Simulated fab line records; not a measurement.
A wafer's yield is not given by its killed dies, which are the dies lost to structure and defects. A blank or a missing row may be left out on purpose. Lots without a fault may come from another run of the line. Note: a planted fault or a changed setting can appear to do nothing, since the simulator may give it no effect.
Which of the tools did it? | flow n5 finfet | 27 wafers from 9 lots sampled at 5 of the route's 1938 steps

== WHAT THE GAUGES SHOWED, per wafer ==
N5_BEOL_M11_OCD_MEAS_38.
lot  | measured     | on     | trench depth nm (nm)
L366 | day 10 13:02 | ocd-01 | 148.2 148.8 144.7
L368 | day 10 23:19 | ocd-01 | 148.2 149.1 144.5
L372 | day 11 18:07 | ocd-02 | 146.6 149.7 146.7
L374 | day 11 20:24 | ocd-01 | 148.1 153.2 149.2
L379 | day 13 11:11 | ocd-02 | 146.3 147.7 144.9
L383 | day 14 16:58 | ocd-02 | - - -
L384 | day 15 05:52 | ocd-02 | - - -
L385 | day 15 08:29 | ocd-01 | - - -
L388 | day 16 02:43 | ocd-02 | 149.2 148.9 148.1

== WHAT TOOL EACH LOT RAN ON (gives the tool, then ch and the chambers of the sampled wafers, and finally the start) ==
lot  | N5_BEOL_M10_STRIP_77                          | N5_BEOL_M10_ALD_74                  | N5_BEOL_M10_ANNEAL_51            | N5_BEOL_M11_ILD_DEP_00
L366 | rie diel-04 ch 1,2,3, day 10 06:28 or earlier | ald metal-01 ch 1,3, day 10 06:28   | rtp anneal-02 ch 0, day 10 07:14 | pecvd-04 ch 0, day 10 08:09
L368 | rie diel-05 ch 1,2, day 10 16:36 or earlier   | ald metal-01 ch 1,2, day 10 16:36   | rtp anneal-01 ch 0, day 10 18:02 | pecvd-01 ch 0,1,2, day 10 19:04
L372 | rie diel-04 ch 0,2,3, day 11 12:04 or earlier | ald metal-04 ch 0,1,2, day 11 12:04 | rtp anneal-02 ch 0, day 11 13:23 | pecvd-01 ch 0,1,2, day 11 14:08
L374 | rie diel-06 ch 0,1, day 11 15:07 or earlier   | ald metal-01 ch 0,1,3, day 11 15:07 | rtp anneal-02 ch 0, day 11 15:58 | pecvd-02 ch 0,1, day 11 16:46
L379 | rie diel-04 ch 1,2,3, day 13 04:16 or earlier | ald metal-04 ch 1,2,3, day 13 04:16 | rtp anneal-01 ch 0, day 13 05:28 | pecvd-01 ch 1,2, day 13 06:11
L383 | rie diel-04 ch 0,2, day 14 09:47 or earlier   | ald metal-01 ch 0,3, day 14 09:47   | rtp anneal-02 ch 0, day 14 10:58 | pecvd-01 ch 0,1,2, day 14 11:46
L384 | rie diel-06 ch 0,2, day 14 21:48 or earlier   | ald metal-02 ch 0,3, day 14 21:48   | rtp anneal-01 ch 0, day 14 23:56 | pecvd-04 ch 0,1, day 15 00:40
L385 | rie diel-05 ch 0,1,2, day 15 00:52 or earlier | ald metal-04 ch 1,2,3, day 15 00:52 | rtp anneal-01 ch 0, day 15 03:17 | pecvd-02 ch 0,1,2, day 15 04:04
L388 | rie diel-06 ch 0,2,3, day 15 16:47 or earlier | ald metal-02 ch 0,2, day 15 16:47   | rtp anneal-02 ch 0, day 15 17:30 | pecvd-04 ch 0,1,2, day 15 18:34
- N5_BEOL_M10_STRIP_77: strips in N2/H2, time 10 s.
- N5_BEOL_M10_ALD_74: deposits TaN, target thk 2 nm, pulse time 2 s, purge time 3 s.
- N5_BEOL_M10_ANNEAL_51: time 90 s.
- N5_BEOL_M11_ILD_DEP_00: deposits SiCOH lowk from DEMS/porogen, target thk 308.51 nm, time 58 s.

== THE ANSWER, worked out from the rows above alone ==
Rule: the lots themselves supply what counts as usual. Put in order of their means at a reading, lots are off if they are a third of the lots or fewer, leave a main group of 4 or more, and stand apart from it by a gap of 3 or more times the standard deviation of the main group's means; of several such gaps the widest counts. If all means in a main group match to the digits the tables above print for the reading, that group is not used. Also off: a lot with no number at a reading for which 4 or more lots have one. The other lots that the step has rows for count as sound.
Off: L383, L384, L385 (N5_BEOL_M11_OCD_MEAS_38, trench depth nm). Without a number there: L383, L384, L385. Mean 147.9 nm and standard deviation 1.2 in the main group.
If a tool, at a process step before that reading, ran all the lots that are off and no sound lot after the first of them, it fits. The gauges at N5_BEOL_M11_OCD_MEAS_38 are tried like those tools. With no start given for some of its lots, N5_BEOL_M10_STRIP_77 uses the hours and lot order of N5_BEOL_M10_ALD_74. Not one of the candidates tried fits.

== WHAT THE SIMULATOR HAD INSERTED ==
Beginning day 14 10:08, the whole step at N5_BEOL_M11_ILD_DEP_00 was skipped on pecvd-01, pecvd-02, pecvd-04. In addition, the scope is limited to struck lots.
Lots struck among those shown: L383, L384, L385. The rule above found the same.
